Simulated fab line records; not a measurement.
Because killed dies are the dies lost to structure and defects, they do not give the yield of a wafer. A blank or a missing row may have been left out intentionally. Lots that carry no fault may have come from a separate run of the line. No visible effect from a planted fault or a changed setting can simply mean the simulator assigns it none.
Chamber matching || flow n5-finfet || N5_BEOL_M6_CMP_52 on cmp-04 has 4 sister chambers
The step polishes, stops on SiCOH lowk, t overpolish 6.9 s, target thk 80 nm. 8 wafers are shown with their chamber, then 8 later ones without.

== WAFERS PAIRED WITH THEIR CHAMBERS ==
{"wafer": "L086.6", "chamber": 0, "motor-current-A (A)": 5.1, "time-to-endpoint-s (s)": 63.8}
{"wafer": "L087.4", "chamber": 3, "motor-current-A (A)": 5.9, "time-to-endpoint-s (s)": 56.5}
{"wafer": "L087.5", "chamber": 2, "motor-current-A (A)": 5.6, "time-to-endpoint-s (s)": 61.2}
{"wafer": "L087.6", "chamber": 1, "motor-current-A (A)": 6.8, "time-to-endpoint-s (s)": 63.3}
{"wafer": "L088.2", "chamber": 0, "motor-current-A (A)": 5.0, "time-to-endpoint-s (s)": 62.2}
{"wafer": "L088.3", "chamber": 2, "motor-current-A (A)": 5.9, "time-to-endpoint-s (s)": 62.0}
{"wafer": "L088.4", "chamber": 3, "motor-current-A (A)": 5.9, "time-to-endpoint-s (s)": 62.7}
{"wafer": "L089.1", "chamber": 1, "motor-current-A (A)": 6.4, "time-to-endpoint-s (s)": 59.5}

== WAFERS WITHOUT THEIR CHAMBER ==
{"wafer": "L089.5", "motor-current-A (A)": 5.9, "time-to-endpoint-s (s)": 59.9}
{"wafer": "L089.6", "motor-current-A (A)": 4.9, "time-to-endpoint-s (s)": 57.6}
{"wafer": "L096.2", "motor-current-A (A)": 6.2, "time-to-endpoint-s (s)": 57.1}
{"wafer": "L096.3", "motor-current-A (A)": 6.6, "time-to-endpoint-s (s)": 60.9}
{"wafer": "L096.6", "motor-current-A (A)": 5.7, "time-to-endpoint-s (s)": 61.6}
{"wafer": "L097.3", "motor-current-A (A)": 5.7, "time-to-endpoint-s (s)": 64.3}
{"wafer": "L097.4", "motor-current-A (A)": 6.2, "time-to-endpoint-s (s)": 62.9}
{"wafer": "L097.5", "motor-current-A (A)": 5.6, "time-to-endpoint-s (s)": 62.3}

== EACH ONE'S CHAMBER ==
{"wafer": "L089.5", "from the rows above": "can't be placed: 3 or 2", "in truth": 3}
{"wafer": "L089.6", "from the rows above": 0, "in truth": 0}
{"wafer": "L096.2", "from the rows above": "can't be placed: 3 or 1 or 2", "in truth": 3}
{"wafer": "L096.3", "from the rows above": 1, "in truth": 1}
{"wafer": "L096.6", "from the rows above": "can't be placed: 2 or 3", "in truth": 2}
{"wafer": "L097.3", "from the rows above": "can't be placed: 2 or 3", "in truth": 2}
{"wafer": "L097.4", "from the rows above": "can't be placed: 3 or 1 or 2", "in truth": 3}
{"wafer": "L097.5", "from the rows above": "can't be placed: 2 or 3", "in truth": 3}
Correctly placed: 2 of 8. From these rows, 6 cannot be placed; in 6 the true chamber is one of the candidates. Placed wrongly: 0.
How it was worked out, from the rows above alone: a wafer's distance from a chamber is the root of the sum, over the readings, of the square of ((its reading less the chamber's mean) divided by the reading's scatter). The wafer belongs to the nearest chamber; if the next one is less than 2 further off, it can't be placed. Each chamber's mean is taken over the wafers shown for it. How the scatter is found: for the shown wafers, subtract from each reading the mean of its chamber, square and add these, divide the total by (wafers less chambers), then take the root.
